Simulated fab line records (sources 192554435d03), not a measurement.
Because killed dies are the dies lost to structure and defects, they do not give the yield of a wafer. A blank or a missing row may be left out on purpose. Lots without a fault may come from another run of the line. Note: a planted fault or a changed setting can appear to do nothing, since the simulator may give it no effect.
Split-lot study / flow n5_finfet / 7 lots, 21 wafers read, on a route of 1938 steps

ON THE SPLIT
At N5_PASSIVATION_PASS_ETCH_74 (etches SiNx in CF4/O2, target depth 220 nm, time 110 s), the setting source_w was moved away from the recipe's 535 W on 6 of the 21 wafers read, by -11.4% to +17.9%. This setting was run at the recipe's value on the other wafers.

The reading is taken at the split's own step.

THE READING
TV_OPEN.cd_offset_nm (the simulator's own value, which no gauge read), in nm, at N5_PASSIVATION_PASS_ETCH_74 (etches SiNx in CF4/O2, target depth 220 nm, time 110 s). The file gives no usual value for it. Average -0.1 nm, standard deviation 0.5 nm, over the 15 wafers here run with the recipe.

wafer=L076.4; tool, chamber at the split=rie_diel-05, 3; source_w as run, W=535; against the recipe=recipe; TV_OPEN.cd_offset_nm, nm=-0.6; against lot-mates on the recipe=-
wafer=L076.5; tool, chamber at the split=rie_diel-05, 3; source_w as run, W=535; against the recipe=recipe; TV_OPEN.cd_offset_nm, nm=-0.4; against lot-mates on the recipe=-
wafer=L076.6; tool, chamber at the split=rie_diel-05, 2; source_w as run, W=474.1; against the recipe=-11.4%; TV_OPEN.cd_offset_nm, nm=1.2; against lot-mates on the recipe=+1.7
wafer=L075.2; tool, chamber at the split=rie_diel-05, 2; source_w as run, W=535; against the recipe=recipe; TV_OPEN.cd_offset_nm, nm=0.4; against lot-mates on the recipe=-
wafer=L075.5; tool, chamber at the split=rie_diel-05, 0; source_w as run, W=535; against the recipe=recipe; TV_OPEN.cd_offset_nm, nm=0.2; against lot-mates on the recipe=-
wafer=L075.6; tool, chamber at the split=rie_diel-05, 1; source_w as run, W=535; against the recipe=recipe; TV_OPEN.cd_offset_nm, nm=-1.2; against lot-mates on the recipe=-
wafer=L081.2; tool, chamber at the split=rie_diel-04, 1; source_w as run, W=535; against the recipe=recipe; TV_OPEN.cd_offset_nm, nm=-0.4; against lot-mates on the recipe=-
wafer=L081.3; tool, chamber at the split=rie_diel-04, 2; source_w as run, W=509.4; against the recipe=-4.8%; TV_OPEN.cd_offset_nm, nm=0.8; against lot-mates on the recipe=+1.2
wafer=L081.4; tool, chamber at the split=rie_diel-04, 3; source_w as run, W=509.4; against the recipe=-4.8%; TV_OPEN.cd_offset_nm, nm=0.2; against lot-mates on the recipe=+0.6
wafer=L083.4; tool, chamber at the split=rie_diel-04, 3; source_w as run, W=604.3; against the recipe=+13.0%; TV_OPEN.cd_offset_nm, nm=-1.8; against lot-mates on the recipe=-2.0
wafer=L083.5; tool, chamber at the split=rie_diel-04, 1; source_w as run, W=535; against the recipe=recipe; TV_OPEN.cd_offset_nm, nm=-0.2; against lot-mates on the recipe=-
wafer=L083.6; tool, chamber at the split=rie_diel-04, 2; source_w as run, W=535; against the recipe=recipe; TV_OPEN.cd_offset_nm, nm=0.6; against lot-mates on the recipe=-
wafer=L082.1; tool, chamber at the split=rie_diel-01, 3; source_w as run, W=535; against the recipe=recipe; TV_OPEN.cd_offset_nm, nm=0.2; against lot-mates on the recipe=-
wafer=L082.3; tool, chamber at the split=rie_diel-01, 0; source_w as run, W=535; against the recipe=recipe; TV_OPEN.cd_offset_nm, nm=0.8; against lot-mates on the recipe=-
wafer=L082.5; tool, chamber at the split=rie_diel-01, 1; source_w as run, W=535; against the recipe=recipe; TV_OPEN.cd_offset_nm, nm=0.4; against lot-mates on the recipe=-
wafer=L096.2; tool, chamber at the split=rie_diel-04, 1; source_w as run, W=535; against the recipe=recipe; TV_OPEN.cd_offset_nm, nm=0; against lot-mates on the recipe=-
wafer=L096.3; tool, chamber at the split=rie_diel-04, 0; source_w as run, W=630.8; against the recipe=+17.9%; TV_OPEN.cd_offset_nm, nm=-1.8; against lot-mates on the recipe=-1.6
wafer=L096.4; tool, chamber at the split=rie_diel-04, 3; source_w as run, W=535; against the recipe=recipe; TV_OPEN.cd_offset_nm, nm=-0.4; against lot-mates on the recipe=-
wafer=L097.2; tool, chamber at the split=rie_diel-01, 3; source_w as run, W=629; against the recipe=+17.6%; TV_OPEN.cd_offset_nm, nm=-1.8; against lot-mates on the recipe=-1.6
wafer=L097.3; tool, chamber at the split=rie_diel-01, 1; source_w as run, W=535; against the recipe=recipe; TV_OPEN.cd_offset_nm, nm=-0.2; against lot-mates on the recipe=-
wafer=L097.5; tool, chamber at the split=rie_diel-01, 2; source_w as run, W=535; against the recipe=recipe; TV_OPEN.cd_offset_nm, nm=-0.2; against lot-mates on the recipe=-

THE FIT
A straight line over all 21 wafers: TV_OPEN.cd_offset_nm changes by -0.107 nm for each +1% of source_w; r = -0.85; the points scatter about the line by 0.46 nm.
The same after taking each lot's own level away (the mean of its wafers on the recipe; 21 wafers): -0.116 nm for each +1%; r = -0.89; scatter 0.41 nm.
The reading moves by 2.1 nm for the largest change in source_w, on that fit.
The lots' own levels span -0.50 to 0.47 nm, that is 1.9 times the standard deviation above.
So the lot-to-lot level changes the slope little: the two slopes agree.
Check: -2.21 nm against its lot-mates is what the line predicts for one of the wafers moved furthest among these (+17.9%) when that wafer is left out of the fit. Against them it came out at -1.6 nm.

OTHER SPLITS APPLIED TO THESE WAFERS
These wafers also went through other splits before the reading. Each is held against what the fit with the lots' levels taken away leaves over:
other split on the same wafers=N5_BEOL_M14_DEVELOP_27 develop_time_s; wafers away from the commonest value=6; r with TV_OPEN.cd_offset_nm (lot level and that fit taken away)=-0.21
other split on the same wafers=N5_BEOL_M14_ETCH_68 time_s; wafers away from the commonest value=7; r with TV_OPEN.cd_offset_nm (lot level and that fit taken away)=+0.39
other split on the same wafers=N5_BEOL_M14_SPUTTER_43 power_w; wafers away from the commonest value=9; r with TV_OPEN.cd_offset_nm (lot level and that fit taken away)=+0.33

THE WHOLE CHAIN: every reading that the file lists as answering this split, in the file's order
step=N5_PASSIVATION_PASS_ETCH_74; what it does=etches SiNx in CF4/O2, target depth 220 nm, time 110 s; reading=etch.depth_nm (the simulator's own value, which no gauge read); change (the file's fit)=+2.01 nm for each +1% of the setting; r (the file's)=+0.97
step=N5_PASSIVATION_PASS_ETCH_74; what it does=etches SiNx in CF4/O2, target depth 220 nm, time 110 s; reading=TV_OPEN.cd_offset_nm (the simulator's own value, which no gauge read); change (the file's fit)=-0.112 nm for each +1% of the setting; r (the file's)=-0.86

FILE'S OWN FIT
TV_OPEN.cd_offset_nm changes by -0.112 nm for each +1% of source_w, r = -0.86.
